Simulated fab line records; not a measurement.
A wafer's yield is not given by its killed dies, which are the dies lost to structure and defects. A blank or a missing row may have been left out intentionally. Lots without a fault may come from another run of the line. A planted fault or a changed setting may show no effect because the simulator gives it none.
3 desks, one fault | flow n5-finfet | each desk holds nothing but its own numbers, with what lay behind them at the end

## AT THE TOOL OWNER'S DESK: rie-diel-03
The tool's own readings at N5_BEOL_M12_TRENCH_ETCH_34 (etches SiOC in C4F8/O2/Ar, target depth 318.95 nm, time 125.5 s): means of the sampled wafers that have a number, for each lot that ran on this tool. Any lot whose mean is over 4 standard deviations away from the usual mean is out of limits and marked OUT; that distance is given in the brackets.
Columns: A = C4F8_flow_sccm at N5_BEOL_M12_TRENCH_ETCH_34, usual 15.00 sccm; B = drypump-motor-current-A at N5_BEOL_M12_TRENCH_ETCH_34, usual 5.7 A; C = oes-product-au at N5_BEOL_M12_TRENCH_ETCH_34, usual 0.82 a.u.; D = rf-vpp-V at N5_BEOL_M12_TRENCH_ETCH_34, usual 665 V; E = showerhead-plenum-p-Torr at N5_BEOL_M12_TRENCH_ETCH_34, usual 3.39 Torr; F = throttle-valve-pct at N5_BEOL_M12_TRENCH_ETCH_34, usual 24.17 %
lot  | first seen here | A     | B   | C    | D   | E    | F
L619 | day 12 10:49    | 14.97 | 5.6 | 0.78 | 666 | 3.38 | 24.09
L624 | day 12 23:44    | 15.03 | 5.2 | 0.69 | 662 | 3.26 | 24.22
L630 | day 14 10:17    | 15.01 | 5.6 | 0.74 | 667 | 3.44 | 24.35
L634 | day 15 17:34    | 14.97 | 5.7 | 0.74 | 664 | 3.37 | 23.84
This desk's verdict: no lot among the 4 shows anything out of limits.

## THE METROLOGY DESK
Means of the sampled wafers that have a number, per lot and without regard to the tool the lot ran on: this is what the gauges read. Any lot whose mean is over 4 standard deviations away from the usual mean is out of limits and marked OUT; that distance is given in the brackets. Readings shown: 7 out of 26 (the first out of limits, and those lying furthest out on some lot).
Columns: A = trench-depth-nm at N5_BEOL_M12_OCD_MEAS_35, usual 319 nm; B = M12_THK at N5_BEOL_M12_THK_MEAS_50, usual 316 nm; C = M12_RS at N5_BEOL_M12_RS_MEAS_54, usual 0.0601 ohm/sq; D = COMB_M9 at N5_BEOL_M15_RC_MEAS_101, usual 1.5e-11 S/m; E = SERP_M12 at N5_BEOL_M15_RC_MEAS_101, usual 0.634 ohm/um; F = SERP_M12_max_site at N5_BEOL_M15_RC_MEAS_101, usual 0.647 ohm/um; G = SERP_M5 at N5_BEOL_M15_RC_MEAS_101, usual 39.4 ohm/um
lot  | first seen here | A              | B              | C                 | D       | E                | F                | G
L619 | day 12 10:59    | 317            | 315            | 0.0603            | 1.9e-11 | 0.645            | 0.657            | 40.8
L624 | day 12 23:53    | 316            | 318            | 0.0604            | 1.6e-11 | 0.639            | 0.649            | 41.0
L630 | day 14 10:26    | 297 (-7.2) OUT | 295 (-5.3) OUT | 0.0656 (+8.0) OUT | 2.2e-11 | 0.704 (+4.7) OUT | 0.711 (+4.3) OUT | 38.8
L634 | day 15 17:43    | 296 (-7.5) OUT | 293 (-5.8) OUT | 0.0661 (+8.6) OUT | 1.7e-11 | 0.701 (+4.4) OUT | 0.715 (+4.5) OUT | 39.0
L636 | day 16 05:35    | 316            | 308            | 0.0605            | 1.6e-11 | 0.655            | 0.667            | 40.3
L640 | day 17 10:25    | 323            | 322            | 0.0587            | 1.2e-11 | 0.612            | 0.634            | 42.9
L641 | day 17 11:03    | 316            | 318            | 0.0600            | 1.6e-11 | 0.640            | 0.654            | 38.7
Finding of this desk: L630, L634 out of limits; the first was L630 at day 14 10:26, on trench-depth-nm at N5_BEOL_M12_OCD_MEAS_35. L619, L624, L636, L640, L641 stayed within limits.

## THE DEFECT DESK
Inspection counts along the route, by lot: the mean over sampled wafers that carry a number. Any lot whose mean is over 4 standard deviations away from the usual mean is out of limits and marked OUT; that distance is given in the brackets.
Columns: A = raw-defect-count at N5_BEOL_M12_INSPECT_55, usual 70
lot  | first seen here | A
L619 | day 12 13:58    | 75
L624 | day 13 10:13    | 46
L630 | day 14 15:28    | 126
L634 | day 15 21:28    | 71
L636 | day 16 11:53    | 53
L640 | day 17 13:23    | 84
L641 | day 17 17:45    | 58
This desk's verdict: no lot among the 7 shows anything out of limits.

## PUT TOGETHER
On L630, L634, the metrology desk was in a position to raise an alarm at day 14 10:26.
The desk of the tool owner found nothing out of limits.
The defect desk saw nothing out of limits.
The tool owner's desk has L630, L634 on record, within its limits.
The defect desk has L630, L634 on record, within its limits.
Of the lots named, all ran N5_BEOL_M12_TRENCH_ETCH_34 on rie-diel-03.

## WHAT HAD BEEN PUT IN BY THE SIMULATOR
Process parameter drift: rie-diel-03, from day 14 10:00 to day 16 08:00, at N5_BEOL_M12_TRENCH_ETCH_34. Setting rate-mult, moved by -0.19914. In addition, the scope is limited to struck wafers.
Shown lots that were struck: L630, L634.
Per desk, hours elapsed from the start of the fault to the first reading out of limits: for the metrology desk, 0.
